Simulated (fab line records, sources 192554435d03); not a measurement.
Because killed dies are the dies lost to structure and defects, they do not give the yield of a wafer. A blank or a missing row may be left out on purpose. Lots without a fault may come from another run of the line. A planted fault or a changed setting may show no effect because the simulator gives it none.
Shared-tool check -- flow n5_finfet -- Sampled: 8 lots, 24 wafers

## WHAT PROMPTED THE OPENING
Of 8 lots, 3 have the reading VT_P_LVT flagged at N5_BEOL_M4_RC_MEAS_101. Wafers without a fault read -98.4 mV, standard deviation 2.7.
Rule: a lot is flagged in two cases, either no wafer of it has a number, or all its wafers with numbers fall more than 4 standard deviations from that mean. The other lots count as sound.

lot,measured,on,"VT_P_LVT (mV), wafer by wafer",flag
L484,day 8 15:06,prober-02,-96.7 -95.0 -95.3,
L486,day 8 23:52,prober-02,-97.7 -95.7 -95.5,
L496,day 11 15:17,prober-01,-141.1 -145.7 -143.5,FLAGGED
L497,day 11 15:35,prober-02,-142.8 -140.6 -139.3,FLAGGED
L498,day 12 12:33,prober-02,-143.8 -142.1 -145.9,FLAGGED
L501,day 13 17:08,prober-01,-102.1 -99.4 -99.3,
L504,day 14 16:55,prober-02,-98.3 -93.1 -96.3,
L503,day 15 05:43,prober-01,-96.3 -96.0 -92.5,
The numbers of the flagged lots are -142.8 mV on average: -44.4 mV against the usual, or -16 standard deviations.

## TOOL THAT RAN EACH LOT
4 process steps preceding the reading are held in the record, out of 1938 steps in the route. In each cell: the tool, then ch and the chambers that the sampled wafers went through, then the start.
lot,flag,N5_SDB_CMP_30,N5_HKMG_FIN_ETCH_58,N5_HKMG_FIN_CVD_62,N5_HKMG_FIN_ALD_36
L484,,"cmp-01 ch 0,2,3, day 4 15:38","rie_diel-03 ch 1,2,3, day 4 17:53","thermal_cvd_si-01 ch 0,1, day 4 19:18","ald_metal-01 ch 0,1,3, day 4 19:44"
L486,,"cmp-04 ch 0,1,2, day 5 02:10","rie_diel-03 ch 0,1,2, day 5 04:22","thermal_cvd_si-01 ch 0,2, day 5 05:47","ald_metal-02 ch 0,1,3, day 5 06:19"
L496,FLAGGED,"cmp-03 ch 1,3, day 7 14:05","rie_diel-03 ch 2,3, day 7 16:22","thermal_cvd_si-01 ch 0,1,2, day 7 17:47","ald_metal-02 ch 0,2,3, day 7 18:11"
L497,FLAGGED,"cmp-01 ch 1,2,3, day 7 22:27","rie_diel-03 ch 1,2, day 8 00:36","thermal_cvd_si-02 ch 0,2, day 8 02:06","ald_metal-01 ch 0,1, day 8 02:40"
L498,FLAGGED,"cmp-01 ch 0,2,3, day 8 02:21","rie_diel-06 ch 0,2,3, day 8 04:50","thermal_cvd_si-01 ch 0,1,2, day 8 06:19","ald_metal-01 ch 0,1,2, day 8 06:43"
L501,,"cmp-03 ch 1,2, day 9 04:26","rie_diel-01 ch 1,2,3, day 9 06:56","thermal_cvd_si-01 ch 0,1,2, day 9 08:12","ald_metal-02 ch 0,2,3, day 9 08:34"
L504,,"cmp-04 ch 1,3, day 9 15:51","rie_diel-06 ch 1,2, day 9 18:20","thermal_cvd_si-01 ch 0,1, day 9 19:58","ald_metal-01 ch 0,2, day 9 20:37"
L503,,"cmp-01 ch 0,1,3, day 9 17:13","rie_diel-03 ch 1,2,3, day 9 19:27","thermal_cvd_si-02 ch 0,1,2, day 9 20:59","ald_metal-01 ch 0,1,3, day 9 21:34"
What these steps do:
- N5_SDB_CMP_30: polishes, stops on poly-Si, t overpolish 1.54 s, target thk 30 nm.
- N5_HKMG_FIN_ETCH_58: etches SOC in N2/H2, target depth 215.8 nm, time 741 s.
- N5_HKMG_FIN_CVD_62: deposits a-Si from Si2H6, target thk 3 nm, time 20.8 s.
- N5_HKMG_FIN_ALD_36: deposits TiN, target thk 1 nm, pulse time 1 s, purge time 3 s.
- N5_BEOL_M4_RC_MEAS_101

## FLAGGED AGAINST TOTAL, ONE TOOL AT A TIME (gauges that did the reading follow at the end)
step,tool,lots run,flagged,share of the flagged lots,sound lots run after its first flagged lot
N5_SDB_CMP_30,cmp-01,4,2,some,1 (L503)
N5_SDB_CMP_30,cmp-03,2,1,some,1 (L501)
N5_SDB_CMP_30,cmp-04,2,0,none,-
N5_HKMG_FIN_ETCH_58,rie_diel-01,1,0,none,-
N5_HKMG_FIN_ETCH_58,rie_diel-03,5,2,some,1 (L503)
N5_HKMG_FIN_ETCH_58,rie_diel-06,2,1,some,1 (L504)
N5_HKMG_FIN_CVD_62,thermal_cvd_si-01,6,2,some,"2 (L501,L504)"
N5_HKMG_FIN_CVD_62,thermal_cvd_si-02,2,1,some,1 (L503)
N5_HKMG_FIN_ALD_36,ald_metal-01,5,2,some,"2 (L504,L503)"
N5_HKMG_FIN_ALD_36,ald_metal-02,3,1,some,1 (L501)
N5_BEOL_M4_RC_MEAS_101,prober-01,3,1,some,"2 (L501,L503)"
N5_BEOL_M4_RC_MEAS_101,prober-02,5,2,some,1 (L504)

## WHAT THE TABLE PERMITS
No row of the table ran every flagged lot.

## WHAT THE SIMULATOR HAD INSERTED
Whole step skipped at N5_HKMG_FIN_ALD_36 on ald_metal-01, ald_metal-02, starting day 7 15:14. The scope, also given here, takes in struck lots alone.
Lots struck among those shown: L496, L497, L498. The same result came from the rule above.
